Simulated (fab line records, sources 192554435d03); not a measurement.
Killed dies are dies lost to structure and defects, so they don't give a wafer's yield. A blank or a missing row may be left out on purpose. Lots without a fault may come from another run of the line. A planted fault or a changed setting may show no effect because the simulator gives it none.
A struck lot beside a sound one | flow n5_finfet | 19 steps out of a route of 1938
Sound: wafers L111.3, L111.5, L111.6. Struck: wafers L112.3, L112.6. (L112.4 of the same lot was not struck and is left out.) The cause comes at the end.
At each step with rows: each side's tool, then ch and its chambers, then its first start. Under that, the readings that differ: sound wafers | struck wafers | difference of the means | sigmas: that difference in standard deviations of wafers without a fault.
alike: readings whose means differ by less than 2 such deviations, and words and numbers that are the same on both sides. not compared: withheld readings, readings that some wafer has no value for, bounds like >300 that may hide the same value, and numbers for which the record gives no deviation and whose values overlap.
The two part at a step that has a row with sigmas, a row that says differs or no value, or rows on one side only. Numbers that don't overlap but have no deviation are shown without sigmas and don't part them. A reading that every wafer of one side lacks parts them only if that side has two wafers or more.

first, 2 steps without rows for these wafers: N5_BEOL_M12_ETCH_68 (etches SOC in N2/H2, time 285 s); N5_BEOL_M12_STRIP_69 (strips in N2/H2).
N5_BEOL_M12_TRENCH_ETCH_34: etches SiOC in C4F8/O2/Ar, target depth 318.95 nm, time 125.5 s.
  sound on rie_diel-01 ch 0,1,3, day 10 22:11; struck on rie_diel-03 ch 0,2, day 11 06:19
  alike: drypump_motor_current_A, oes_product_au, rf_vpp_V, showerhead_plenum_p_Torr, throttle_valve_pct
  not compared: rf_hours_counter_h
then, 1 step without rows for these wafers: N5_BEOL_M12_STRIP_70 (strips in C4F8/O2/Ar).
N5_BEOL_M12_OCD_MEAS_35:
  sound on ocd-01, day 10 22:22; struck on ocd-01, day 11 06:28
  alike: trench_depth_nm
N5_BEOL_M12_STRIP_37: strips in N2/H2.
  sound on plasma_asher-01 ch 0,1, day 10 22:25; struck on plasma_asher-02 ch 0,1, day 11 06:32
  alike: drypump_motor_current_A, heater_power_w, oes_product_au
  not compared: rf_hours_counter_h
then, 5 steps without rows for these wafers: N5_BEOL_M12_ETCH_38 (etches SiCN in CF4/N2, target depth 68.7 nm, time 73.4 s); N5_BEOL_M12_PRECLEAN_39 (cleans in residue remover, time 60 s); N5_BEOL_M12_SRD_40 (time 30 s, dry time 30 s); N5_BEOL_M12_DEGAS_41 (time 60 s); N5_BEOL_M12_PRE_CLEAN_42 (time 30 s).
N5_BEOL_M12_SPUTTER_43: material TaN, target thk 15 nm, time 24.19 s.
  sound on pvd_sputter-01, day 11 01:11; struck on pvd_sputter-01, day 11 08:12
  alike: throttle_valve_pct
N5_BEOL_M12_SPUTTER_44: material Ta, target thk 10 nm, time 16.13 s.
  sound on pvd_sputter-01, day 11 01:16; struck on pvd_sputter-01, day 11 08:17
  reading                                     | sound     | struck    | difference | sigmas
  model.Ta_of_BEOL_M12_SPUTTER_44.thk_nm (nm) | 10 9.8 10 | 17.4 17.4 | +7.5       |
  alike: throttle_valve_pct
N5_BEOL_M12_SPUTTER_45: material Cu, target thk 80 nm, time 13.33 s.
  sound on pvd_sputter-01, day 11 01:21; struck on pvd_sputter-01, day 11 08:22
  alike: chuck_sensor_temp_C, throttle_valve_pct
then, 1 step without rows for these wafers: N5_BEOL_M12_ECD_47 (material Cu, target thk 720 nm).
N5_BEOL_M12_ANNEAL_48: time 90 s.
  sound on rtp_anneal-02 ch 0, day 11 01:43; struck on rtp_anneal-01 ch 0, day 11 09:21
  alike: anneal_temp_c, anneal_temp_c_max, wafer_temp_C_max
N5_BEOL_M12_CMP_49: polishes, stops on SiOC, t overpolish 20.6 s, target thk 320 nm.
  sound on cmp-03 ch 1,2,3, day 11 02:00; struck on cmp-03 ch 0,3, day 11 09:34
  reading                      | sound          | struck    | difference | sigmas
  barrier_field_endpoint_s (s) | 29.3 29.0 29.6 | 40.7 38.2 | +10.2      | +11
  alike: clearing_platen_down_force_psi, motor_current_A, slurry_filter_dp_kPa, slurry_flow_ml_min
N5_BEOL_M12_THK_MEAS_50: measures by xrf.
  sound on film_metro-01, day 11 02:13; struck on film_metro-01, day 11 09:52
  alike: M12_THK
N5_PASSIVATION_PROBE_49:
  the record has rows for the struck wafers here (prober-02, day 12 21:05) and none for the sound ones

WHERE THEY PART
First at N5_BEOL_M12_CMP_49; last, within this record, at N5_PASSIVATION_PROBE_49.

WHY: what the simulator had put in
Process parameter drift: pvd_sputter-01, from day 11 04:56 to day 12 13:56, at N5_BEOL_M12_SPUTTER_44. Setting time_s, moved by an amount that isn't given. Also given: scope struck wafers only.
